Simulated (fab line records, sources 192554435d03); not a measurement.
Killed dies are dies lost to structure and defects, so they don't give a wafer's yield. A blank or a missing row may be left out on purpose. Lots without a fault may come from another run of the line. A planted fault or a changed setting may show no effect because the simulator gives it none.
A struck lot beside a sound one | flow n5_finfet | 14 steps out of a route of 1938
Sound: wafers L120.1, L120.4, L120.5. Struck: wafers L116.3, L116.4. (L116.1 of the same lot was not struck and is left out.) The cause comes at the end.
At each step with rows: each side's tool, then ch and its chambers, then its first start. Under that, the readings that differ: sound wafers | struck wafers | difference of the means | sigmas: that difference in standard deviations of wafers without a fault.
alike: readings whose means differ by less than 2 such deviations, and words and numbers that are the same on both sides. not compared: withheld readings, readings that some wafer has no value for, bounds like >300 that may hide the same value, and numbers for which the record gives no deviation and whose values overlap.
The two part at a step that has a row with sigmas, a row that says differs or no value, or rows on one side only. Numbers that don't overlap but have no deviation are shown without sigmas and don't part them. A reading that every wafer of one side lacks parts them only if that side has two wafers or more.

first, 4 steps without rows for these wafers: N5_BEOL_M15_PRECLEAN_39 (cleans in residue remover, time 60 s); N5_BEOL_M15_SRD_40 (time 30 s, dry time 30 s); N5_BEOL_M15_DEGAS_41 (time 60 s); N5_BEOL_M15_PRE_CLEAN_42 (time 30 s).
N5_BEOL_M15_SPUTTER_43: material TaN, target thk 15 nm, time 24.19 s.
  sound on pvd_sputter-01, day 14 20:55; struck on pvd_sputter-03, day 14 17:21
  alike: cathode_dc_power_W, throttle_valve_pct
N5_BEOL_M15_SPUTTER_44: material Ta, target thk 15 nm, time 24.19 s.
  sound on pvd_sputter-01, day 14 20:59; struck on pvd_sputter-03, day 14 17:26
  alike: cathode_dc_power_W, throttle_valve_pct
N5_BEOL_M15_SPUTTER_45: material Cu, target thk 100 nm, time 16.67 s.
  sound on pvd_sputter-01, day 14 21:04; struck on pvd_sputter-03, day 14 17:31
  reading                | sound             | struck      | difference | sigmas
  cathode_dc_power_W (W) | 26001 26012 26007 | 25992 25999 | -11        | -2
  alike: throttle_valve_pct
then, 1 step without rows for these wafers: N5_BEOL_M15_ECD_47 (material Cu, target thk 1860 nm).
N5_BEOL_M15_ANNEAL_48: time 90 s.
  sound on rtp_anneal-01 ch 0, day 14 21:50; struck on rtp_anneal-01 ch 0, day 14 17:52
  alike: wafer_temp_C_max
N5_BEOL_M15_CMP_49: polishes, stops on SiO2, t overpolish 4.9 s, target thk 850 nm.
  sound on cmp-02 ch 0,1, day 14 22:26; struck on cmp-03 ch 0,3, day 14 18:10
  alike: barrier_field_endpoint_s, motor_current_A, overpolish_run_s, slurry_filter_dp_kPa
N5_BEOL_M15_THK_MEAS_50: measures by xrf.
  sound on film_metro-02, day 14 22:42; struck on film_metro-02, day 14 18:28
  alike: M15_THK
then, 1 step without rows for these wafers: N5_BEOL_M15_PRE_CLEAN_52 (time 15 s).
N5_BEOL_M15_DEP_53: deposits SiCN from 3MS/NH3, target thk 50 nm, time 17.8 s.
  sound on pecvd-03 ch 0,2, day 14 22:46; struck on pecvd-04 ch 0,1, day 14 18:32
  reading                                   | sound        | struck    | difference | sigmas
  model.SiCN_of_BEOL_M15_DEP_53.thk_nm (nm) | 50 51.2 50.6 | 30.4 30.4 | -20.2      |
  alike: showerhead_plenum_p_Torr, throttle_valve_pct
N5_BEOL_M15_RS_MEAS_54: measures by four-point-probe.
  sound on film_metro-02, day 14 22:49; struck on film_metro-02, day 14 18:35
  alike: M15_RS

WHERE THEY PART
Only at N5_BEOL_M15_SPUTTER_45, within this record. Later steps at which nothing parts them and some readings are alike: N5_BEOL_M15_ANNEAL_48, N5_BEOL_M15_CMP_49, N5_BEOL_M15_THK_MEAS_50, N5_BEOL_M15_DEP_53, N5_BEOL_M15_RS_MEAS_54.

WHY: what the simulator had put in
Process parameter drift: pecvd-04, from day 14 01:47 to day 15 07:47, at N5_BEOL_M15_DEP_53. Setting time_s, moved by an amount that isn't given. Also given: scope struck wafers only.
